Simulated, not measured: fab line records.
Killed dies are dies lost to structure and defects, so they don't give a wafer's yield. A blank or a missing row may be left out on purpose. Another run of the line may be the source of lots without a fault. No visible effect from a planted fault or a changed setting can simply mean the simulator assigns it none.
8D (eight disciplines) problem report, filled in by code | flow nandHarc | the parts of the form that need people (team, actions taken, sign-off) are left out

== 1. PROBLEM STATEMENT ==
Wafers without a fault read 0.998 a.u., standard deviation 0.011; oesProductAu at NHARC_A_WL_FILL_ETCHBACK_17 reads a mean of 0.805 a.u. on 3 wafers belonging to 2 lots. Measured from the usual mean, that is -18 standard deviations.
The step: etches the open film in Cl2/BCl3, target depth 4 nm, time 26.7 s.
Earliest sighting: wafer L430.6 on rieMetal-03 at day 25 03:37. At this step, 42 wafers from 14 lots have a number in the record. Rule for "out", or "out of limits": more than 4 standard deviations from the usual mean. Any other wafer with a number is counted as sound.

== 2. WHAT IT IS, WHAT IT ISN'T ==
question                    | is                     | is not
which readings at this step | oesProductAu           | drypumpMotorCurrentA
which lots                  | L430, L431             | L419, L420, L421, L424, L433, L435, L436, L438, L439, L440, L441, L442
which wafers of those lots  | L430.6, L431.3, L431.6 | L430.2, L430.4, L431.5
read on which tools         | rieMetal-03            | rieMetal-01, rieMetal-02
when                        | from day 25 03:37      | up to then (14 sound wafers); but 25 sound wafers of L431, L433, L435, L436, L438, L439, L440, L441, L442 came after

== 3. SUSPECTS, AND WHAT RULES EACH OUT ==
Counting: a tool at a process step up to the reading stays a suspect if it ran every lot that is out. Sound lots after the first of them don't rule it out here, since some wafers of a struck lot are sound.
- rieDiel-11 at NHARC_A_SLIT_ETCH_24 (etches the open film in CF4/CHF3, target depth 121 nm, time 60.5 s): kept. It processed each lot that is out (first: L430, day 23 17:43); up to then, its last sound lot is L420 (day 20 04:32).
- cvdW-01 at NHARC_A_WL_FILL_CVD_03 (deposits W, target thk 40 nm, time 279 s): kept. It processed each lot that is out (first: L430, day 24 11:14); up to then, its last sound lot is L419 (day 21 07:44).
- rieMetal-03 at NHARC_A_WL_FILL_ETCHBACK_17 (etches the open film in Cl2/BCl3, target depth 4 nm, time 26.7 s): kept. It processed each lot that is out (first: L430, day 25 03:37); up to then, its last sound lot is L419 (day 21 16:39). On those wafers its own readings are out: oesProductAu.
- Within rieMetal-03 at NHARC_A_WL_FILL_ETCHBACK_17, the wafers that are out were processed in chamber 0 and their sound lot-mates in chamber 1.
After the count, these remain: rieDiel-11 at NHARC_A_SLIT_ETCH_24, cvdW-01 at NHARC_A_WL_FILL_CVD_03 and rieMetal-03 at NHARC_A_WL_FILL_ETCHBACK_17.

== 4. THE CAUSE (what the simulator had put in) ==
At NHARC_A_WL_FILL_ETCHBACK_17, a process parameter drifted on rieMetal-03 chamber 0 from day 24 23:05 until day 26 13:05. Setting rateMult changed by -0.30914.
Counting left 3 suspects, and this tool is among them.

== 5. THE CHAIN OF EFFECTS, in route order ==
One row per reading whose mean, taken over the struck wafers that have a number, lies over 3 standard deviations from the usual. Only readings for which the record gives a usual standard deviation are gone through. hours: the time from each lot's start at the first step in this table that gives one to its start at this step, as a median over the lots. sigmas: the change in usual standard deviations.
hours | step                        | reading      | usual      | on struck wafers | change | sigmas
0     | NHARC_A_WL_FILL_ETCHBACK_17 | oesProductAu | 0.998 a.u. | 0.805            | -0.193 | -18
Its process steps:
- NHARC_A_WL_FILL_ETCHBACK_17: etches the open film in Cl2/BCl3, target depth 4 nm, time 26.7 s.

== 6. HOW IT WOULD HAVE BEEN CAUGHT EARLIER ==
5 hours passed between the start of the fault at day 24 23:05 and the first reading out of limits in this record, taken at day 25 03:37.
